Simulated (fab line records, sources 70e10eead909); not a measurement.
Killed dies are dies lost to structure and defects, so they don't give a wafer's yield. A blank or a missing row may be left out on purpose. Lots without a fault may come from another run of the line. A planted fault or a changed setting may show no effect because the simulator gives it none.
fab line records | flow nand_harc
record lots=6 wafers=18 last_day=32
route steps=1302 shown A_SLIT@941 A_SIN_REMOVE@947 A_WL_FILL@952 END@1302
lots that met no fault: from a run of the same line without faults
start_h: hours from the record's first day to the start of the lot's first wafer shown | wait_h: hours since the lot's step before | " the same as in the row above | L1.1+2: a row that stands for several wafers | - no value, or no start given | * or withheld: withheld | < > ~ a bound
route shown NAME@n: a module of which the file shows steps, and the number in the route of the first | usual: mean/standard deviation of fault-free wafers | same: alike in all rows | chamber/n: place in a boat | sites: the reading at each site | _std_site: their standard deviation | _edge_site: outer sites' mean less inner sites' | radius_mm: how far each site lies from the wafer's centre | mask NAME#n: copy n | behind: the tool/chamber that last shaped the wafer | hold: why the lot was held/for how many hours/how that ended | device: the transistor (n, p or np) that didn't switch | end of line: the same wafers' tests at the end of the route | a step without rows: its recipe alone | killed: dies lost to structure and defects at the first sort, not the wafer's yield | map: a wafer's dies, x killed, . not, _ none there
set.NAME: the setting as run; set.NAME@STEP: as run at that earlier step | model.NAME: the simulator's own value behind a step, which no gauge read
lots at some steps of the route; a table a step, a row a wafer
services: from which hour (start_h, from the record's first day; less than 0 if before it) a tool's chamber was out of use, for how many hours, and why
## steps
# step NHARC_A_SLIT_STRIP_28
# recipe o2_flow_sccm=400 cos_flow_sccm=20 ar_flow_sccm=0 bias_w=0 chemistry=O2/COS
# step NHARC_A_SLIT_ETCH_29
# recipe target_depth_a=1000 overetch_a=100 time_s=55 ion_energy_ev=100 cf4_flow_sccm=80 o2_flow_sccm=20 ar_flow_sccm=0 rf_w=300 bias_w=100 chemistry=CF4/O2
# usual drypump_motor_current_A=5.6/0.33 oes_ar_750_au=0.999/0.0045 oes_product_au=1.002/0.012 rf_vpp_V=197.9/1.5 showerhead_plenum_p_Torr=1.34/0.051 throttle_valve_pct=13.399/0.0081
# columns lot.wafer tool chamber start_h wait_h drypump_motor_current_A oes_ar_750_au oes_product_au rf_hours_counter_h rf_vpp_V showerhead_plenum_p_Torr throttle_valve_pct
L744.3 rie_diel-08 1 541.51 0.1 5.5 0.999 1.004 10.2 196.3 1.27 13.395
L744.4 " 2 " " 5.4 1.004 0.994 10.0 200.3 1.43 13.395
L744.6 " 1 " " 5.5 1.000 1.007 - 197.0 1.27 13.419
L746.1 rie_diel-08 3 566.20 0.1 5.8 0.999 0.994 0.9 198.5 1.36 13.388
L746.2 " 0 " " 5.1 1.001 1.000 0.9 197.2 1.29 13.394
L746.3 " 1 " " 5.5 0.995 1.018 0.7 195.8 1.27 13.395
L752.3 rie_diel-08 3 618.53 0.1 5.8 1.005 0.996 4.8 195.7 1.36 13.390
L752.5 " 0 " " 5.1 1.001 0.997 - 196.8 1.29 13.401
L752.6 " 1 " " 5.5 0.997 1.023 - 196.6 1.27 13.393
L753.2 rie_diel-06 1 620.13 0.1 6.0 0.998 1.001 6.1 198.5 1.38 13.386
L753.6 " 1 " " 6.0 0.999 0.997 - 200.3 1.38 13.391
L753.5 " 2 " " 5.7 0.999 0.999 - 195.5 1.30 13.395
L754.2 rie_diel-08 1 630.52 0.1 5.5 1.005 1.016 5.0 195.0 1.27 13.404
L754.3 " 0 " " 5.1 0.997 1.003 5.6 196.7 1.29 13.388
L754.6 " 2 " " 5.4 0.998 1.007 - 200.0 1.43 13.415
L756.1 rie_diel-08 3 661.62 0.1 5.8 0.998 1.009 7.0 197.6 1.36 13.407
L756.2 " 1 " " 5.5 0.991 1.010 6.6 196.8 1.27 13.395
L756.5 " 3 " " 5.8 0.994 0.998 - 198.0 1.36 13.405
# step NHARC_A_SLIT_STRIP_18
# recipe o2_flow_sccm=500 ar_flow_sccm=0 bias_w=0 chemistry=O2
# usual drypump_motor_current_A=5.6/0.33 oes_product_au=1.002/0.012 rf_vpp_V=57.9/0.85 showerhead_plenum_p_Torr=3.52/0.12 throttle_valve_pct=17.037/0.0097
# columns lot.wafer tool chamber start_h wait_h drypump_motor_current_A oes_product_au rf_hours_counter_h rf_vpp_V showerhead_plenum_p_Torr throttle_valve_pct
L744.3 rie_diel-08 0 - - 5.1 0.989 9.6 56.6 3.43 17.035
L744.4 " 1 " " 5.5 1.006 10.2 58.3 3.37 17.020
L744.6 " 2 " " 5.5 1.008 - 58.5 3.77 17.033
L746.1 rie_diel-08 2 - - 5.5 1.022 0.7 59.4 3.77 17.036
L746.2 " 3 " " 5.8 0.995 0.9 56.9 3.60 17.026
L746.3 " 0 " " 5.1 0.997 0.9 57.8 3.43 17.038
L752.3 rie_diel-08 1 - - 5.5 1.014 4.4 56.7 3.37 17.045
L752.6 " 3 " " 5.8 1.003 - 57.5 3.60 17.041
L752.5 " 0 " " 5.1 0.994 - 58.3 3.42 17.041
L753.2 rie_diel-06 2 - - 5.8 1.013 3.9 56.5 3.44 17.028
L753.5 " 3 " " 5.5 0.995 - 56.8 3.60 17.041
L753.6 " 0 " " 5.3 0.977 - 58.4 3.53 17.046
L754.3 rie_diel-08 2 - - 5.5 1.008 5.3 59.6 3.77 17.039
L754.2 " 3 " " 5.8 0.993 5.9 57.7 3.59 17.043
L754.6 " 1 " " 5.5 1.005 - 57.8 3.37 17.025
L756.1 rie_diel-08 0 - - 5.1 0.993 6.7 57.1 3.42 17.034
L756.2 " 3 " " 5.8 1.005 7.0 57.1 3.59 17.021
L756.5 " 1 " " 5.5 1.021 - 59.3 3.37 17.037
# step NHARC_A_SLIT_PRECLEAN_19
# recipe time_s=* temp_c=50 bath_age_min=0 chemistry=SC1
# step NHARC_A_SLIT_SRD_20
# step NHARC_A_SLIT_CD_MEAS_21
# usual cd_nm=289.5/0.79
# columns lot.wafer tool chamber start_h wait_h cd_nm
L744.3 cd_sem-01 - 542.05 - 290.1
L744.4 " - " " 290.3
L744.6 " - " " 289.6
L746.1 cd_sem-01 - 566.73 - 291.5
L746.2 " - " " 290.6
L746.3 " - " " 289.6
L752.3 cd_sem-03 - 619.05 - 290.1
L752.5 " - " " 290.1
L752.6 " - " " 290.3
L753.2 cd_sem-03 - 620.67 - 288.4
L753.5 " - " " 289.3
L753.6 " - " " 288.6
L754.2 cd_sem-02 - 631.09 0.1 288.1
L754.3 " - " " 289.1
L754.6 " - " " 288.4
L756.1 cd_sem-03 - 662.15 - 289.2
L756.2 " - " " 289.1
L756.5 " - " " 288.9
# step NHARC_A_SIN_REMOVE_WET_00
# recipe temp_c=160 time_s=15300 chemistry=H3PO4
# step NHARC_A_SIN_REMOVE_PRECLEAN_01
# recipe time_s=* temp_c=50 bath_age_min=0 chemistry=SC1
# step NHARC_A_SIN_REMOVE_SRD_02
# step NHARC_A_SIN_REMOVE_INSPECT_04
# usual raw_defect_count=380/89
# columns lot.wafer tool chamber start_h wait_h raw_defect_count
L744.3 defect_inspect-02 - 548.69 0.0 465
L744.4 " - " " 384
L744.6 " - " " 360
L746.1 defect_inspect-01 - 573.32 0.0 498
L746.2 " - " " 423
L746.3 " - " " 428
L752.3 defect_inspect-01 - 625.69 0.0 566
L752.5 " - " " 513
L752.6 " - " " 573
L753.2 defect_inspect-01 - 627.27 0.0 412
L753.5 " - " " 319
L753.6 " - " " 268
L754.2 defect_inspect-01 - 637.66 0.0 372
L754.3 " - " " 341
L754.6 " - " " 314
L756.1 defect_inspect-02 - 667.70 0.0 293
L756.2 " - " " 352
L756.5 " - " " 313
# step NHARC_A_WL_FILL_ALD_00
# recipe target_thk_a=30 pulse_time_s=3 ald_cycles=30 temp_c=300 material=Al2O3
# usual heater_power_w=467/48 precursor_pulse_height_rel=1.003/0.02
# columns lot.wafer tool chamber start_h wait_h heater_power_w precursor_pulse_height_rel
L744.3 ald_hk-02 3 548.75 0.1 508 0.991
L744.4 " 1 " " 439 0.999
L744.6 " 3 " " 513 0.987
L746.2 ald_hk-02 0 573.39 0.1 540 1.007
L746.1 " 2 " " 428 0.991
L746.3 " 3 " " 519 0.988
L752.3 ald_hk-04 1 625.76 0.1 458 1.014
L752.6 " 1 " " 445 0.982
L752.5 " 2 " " 409 1.007
L753.2 ald_hk-01 2 627.39 0.1 424 1.015
L753.6 " 0 " " 502 1.014
L753.5 " 1 " " 422 0.970
L754.3 ald_hk-02 2 637.75 0.1 409 0.963
L754.2 " 3 " " 531 0.996
L754.6 " 2 " " 422 1.007
L756.1 ald_hk-02 3 667.81 0.1 513 1.027
L756.2 " 0 " " 545 0.984
L756.5 " 1 " " 447 1.022
# step NHARC_A_WL_FILL_RTA_01
# recipe temp_c=1000 time_s=5
# usual lamp_power_pct=31/3.1 wafer_temp_C_max=1007.1/2.6
# columns lot.wafer tool chamber start_h wait_h lamp_power_pct wafer_temp_C_max
L744.3 rtp_anneal-01 0 549.07 - 24 962.3
L744.4 " 0 " " 24 963.7
L744.6 " 0 " " 24 962.6
L746.1 rtp_anneal-01 0 573.65 - 24 964.3
L746.2 " 0 " " 24 967.5
L746.3 " 0 " " 24 965.2
L752.3 rtp_anneal-01 0 626.08 - 28 1007.8
L752.5 " 0 " " 28 1008.4
L752.6 " 0 " " 28 1007.2
L753.2 rtp_anneal-02 0 627.63 - 34 1003.4
L753.5 " 0 " " 34 1004.7
L753.6 " 0 " " 34 1003.4
L754.2 rtp_anneal-02 0 638.01 - 34 1005.8
L754.3 " 0 " " 34 1004.9
L754.6 " 0 " " 34 1005.0
L756.1 rtp_anneal-01 0 668.02 - 28 1010.7
L756.2 " 0 " " 28 1007.1
L756.5 " 0 " " 28 1008.6
# step NHARC_A_WL_FILL_ALD_02
# recipe target_thk_a=20 pulse_time_s=3 ald_cycles=100 temp_c=450 material=TiN
# usual heater_power_w=1032/100 precursor_pulse_height_rel=0.999/0.02
# columns lot.wafer tool chamber start_h wait_h heater_power_w precursor_pulse_height_rel
L744.4 ald_metal-02 2 549.23 0.1 1179 1.021
L744.3 " 1 " " 1006 0.991
L744.6 " 3 " " 879 1.018
L746.2 ald_metal-02 1 573.86 0.2 990 0.979
L746.3 " 3 " " 866 0.988
L746.1 " 0 " " 1114 0.974
L752.3 ald_metal-02 2 626.24 0.1 1150 1.009
L752.6 " 2 " " 1176 1.032
L752.5 " 3 " " 892 1.037
L753.2 ald_metal-02 3 627.82 0.2 875 1.015
L753.5 " 3 " " 876 0.989
L753.6 " 0 " " 1137 1.008
L754.2 ald_metal-01 3 638.20 0.2 1188 1.048
L754.3 " 0 " " 960 1.003
L754.6 " 3 " " 1186 0.995
L756.2 ald_metal-03 2 668.31 0.2 1005 1.040
L756.1 " 3 " " 1059 0.990
L756.5 " 0 " " 999 0.991
# step NHARC_END_SORT_01
# recipe temp_c=25
# usual killed_at_array=61/26 killed_at_other=0.8/1.1 killed_at_periphery=4.0/2.6 killed_dies=66/26 killed_open=3.1/1.7 killed_short=2.5/1.5
# same gross_dies=677
# columns lot.wafer tool chamber start_h wait_h killed_at_array killed_at_other killed_at_periphery killed_dies killed_open killed_short
L752.3 prober-02 0 727.80 3.1 85 3 4 92 4 3
L752.6 prober-02 0 730.17 3.9 84 2 2 88 2 6
L754.3 prober-01 0 740.23 3.1 54 0 12 66 5 0
L754.6 prober-01 0 742.68 4.1 53 0 10 63 8 0
# killed by level:class
L752.3 A_CHANNEL_HOLE_D1:chamber_film_flake=32 A_SLIT:chamber_film_flake=22 A_CHANNEL_HOLE_D2:chamber_film_flake=19 A_CONTACT:chamber_film_flake=3 THIN_TSV:chamber_film_flake=3 A_SGD_CUT:geometric_particle:short=2 P_STI:chamber_film_flake=2 A_STAIRCASE:chamber_film_flake=2
L752.6 A_SLIT:chamber_film_flake=30 A_CHANNEL_HOLE_D1:chamber_film_flake=23 A_CHANNEL_HOLE_D2:chamber_film_flake=20 P_CONTACT:geometric_particle:short=2 A_BLC:geometric_particle:open=2 A_STAIRCASE:chamber_film_flake=2 THIN_TSV:chamber_film_flake=2 A_CONTACT:chamber_film_flake=2
L754.3 A_CHANNEL_HOLE_D2:chamber_film_flake=23 P_CONTACT:chamber_film_flake=9 A_CHANNEL_HOLE_D1:chamber_film_flake=9 A_CONTACT:chamber_film_flake=8 A_SLIT:chamber_film_flake=5 A_ZERO_WELL:chamber_film_flake=3 A_ONON_D1:geometric_particle:open=1 A_CHANNEL_HOLE_D1:geometric_particle:open=1
L754.6 A_CHANNEL_HOLE_D2:chamber_film_flake=23 A_CHANNEL_HOLE_D1:chamber_film_flake=10 A_CONTACT:chamber_film_flake=8 P_CONTACT:chamber_film_flake=7 A_SLIT:chamber_film_flake=4 A_ONON_D1:geometric_particle:open=3 A_M1:geometric_particle:open=2 P_CONTACT:geometric_particle:open=1
## services
# columns tool chamber start_h hours kind
rie_diel-06 - 521.13 2.3 repair
rie_diel-08 0 523.80 - clean
rie_diel-08 1 523.80 - clean
ald_metal-01 - 526.00 10.0 pm
rie_diel-06 3 526.54 23.5 repair
ald_hk-02 - 531.74 10.0 pm
rie_diel-06 2 532.32 9.6 repair
rie_diel-08 3 544.28 2.4 repair
rie_diel-08 - 544.80 9.0 pm
rie_diel-06 0 549.14 9.2 repair
rie_diel-06 2 553.34 5.1 repair
ald_metal-01 0 560.98 7.3 repair
ald_metal-01 1 566.11 28.7 repair
ald_metal-03 - 568.01 10.0 pm
rie_diel-06 0 571.40 1.4 repair
rie_diel-06 - 575.32 0.7 repair
rie_diel-06 3 583.37 4.8 repair
ald_metal-02 - 610.00 10.0 pm
ald_hk-04 - 613.71 10.0 pm
ald_metal-01 - 631.02 0.3 repair
ald_hk-01 - 653.29 10.0 pm
rie_diel-06 - 661.20 9.0 pm
ald_metal-01 0 665.19 2.3 repair
ald_hk-04 - 666.25 8.0 repair
## key
first_sign step=NHARC_A_WL_FILL_RTA_01 reading=wafer_temp_C_max direction=down sigmas=16 usual=* struck=*
effect step=NHARC_A_WL_FILL_RTA_01 reading=lamp_power_pct direction=down sigmas=2.1 usual=31 struck=24
met_at NHARC_A_WL_FILL_RTA_01
struck_wafers L744.3,L744.4,L744.6,L746.1,L746.2,L746.3
tester_left_out L744,L746
fault kind=process_parameter_drift tool=rtp_anneal-01 chamber=- onset_h=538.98 steps=NHARC_A_WL_FILL_RTA_01 channel=temp_c offset=* shape=step end_h=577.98 acts_in=* stated=*
# tester_left_out: of these lots the tester's yield and bins aren't shown, on N5 and GAA mostly nor the transistor test; their killed dies are dies lost to structure and defects alone, not to doping, threshold or leakage, so they don't give the yield
